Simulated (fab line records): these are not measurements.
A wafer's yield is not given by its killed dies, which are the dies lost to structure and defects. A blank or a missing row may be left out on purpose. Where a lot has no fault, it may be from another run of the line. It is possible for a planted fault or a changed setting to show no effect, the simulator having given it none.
Chamber matching + flow n5Finfet + 4 sister chambers for N5_BEOL_M0_SAQP_ETCH_107 on rieDiel-01
The step etches SiNx in CH3F/O2, target depth 30 nm. 4 wafers are shown with their chamber, then 12 later ones without.

== WAFERS PAIRED WITH THEIR CHAMBERS ==
| wafer  | chamber | drypumpMotorCurrentA (A) |
|--------|---------|--------------------------|
| L084.6 | 1       | 6.7                      |
| L086.1 | 2       | 4.8                      |
| L086.3 | 3       | 5.4                      |
| L086.4 | 0       | 5.4                      |

== WAFERS WITH NO CHAMBER GIVEN ==
| wafer  | drypumpMotorCurrentA (A) |
|--------|--------------------------|
| L087.1 | 5.5                      |
| L087.2 | 4.9                      |
| L087.5 | 4.9                      |
| L093.2 | 6.8                      |
| L093.4 | 5.4                      |
| L093.6 | 5.4                      |
| L094.2 | 5.4                      |
| L094.5 | 5.4                      |
| L094.6 | 5.4                      |
| L095.2 | 5.4                      |
| L095.5 | 5.5                      |
| L095.6 | 6.7                      |

== CHAMBER TAKEN BY EACH ==
| wafer  | from the rows above     | in truth |
|--------|-------------------------|----------|
| L087.1 | can't be placed: 0 or 3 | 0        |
| L087.2 | 2                       | 2        |
| L087.5 | 2                       | 2        |
| L093.2 | 1                       | 1        |
| L093.4 | can't be placed: 0 or 3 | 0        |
| L093.6 | can't be placed: 0 or 3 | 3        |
| L094.2 | can't be placed: 0 or 3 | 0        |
| L094.5 | can't be placed: 0 or 3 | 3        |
| L094.6 | can't be placed: 0 or 3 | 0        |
| L095.2 | can't be placed: 0 or 3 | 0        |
| L095.5 | can't be placed: 0 or 3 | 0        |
| L095.6 | 1                       | 1        |
Correctly placed: 4 of 12. From these rows, 8 cannot be placed; in 8 the true chamber is one of the candidates. 0 placed wrongly.
How it was worked out, from the rows above alone: a wafer's distance from a chamber is the root of the sum, over the readings, of the square of ((its reading less the chamber's mean) divided by the reading's scatter). The wafer belongs to the nearest chamber; if the next one is less than 2 further off, it can't be placed. Each chamber's mean is taken over the wafers shown for it. The scatter: root of mean squared gap, hidden wafer to nearest shown wafer, with one shown wafer a chamber.
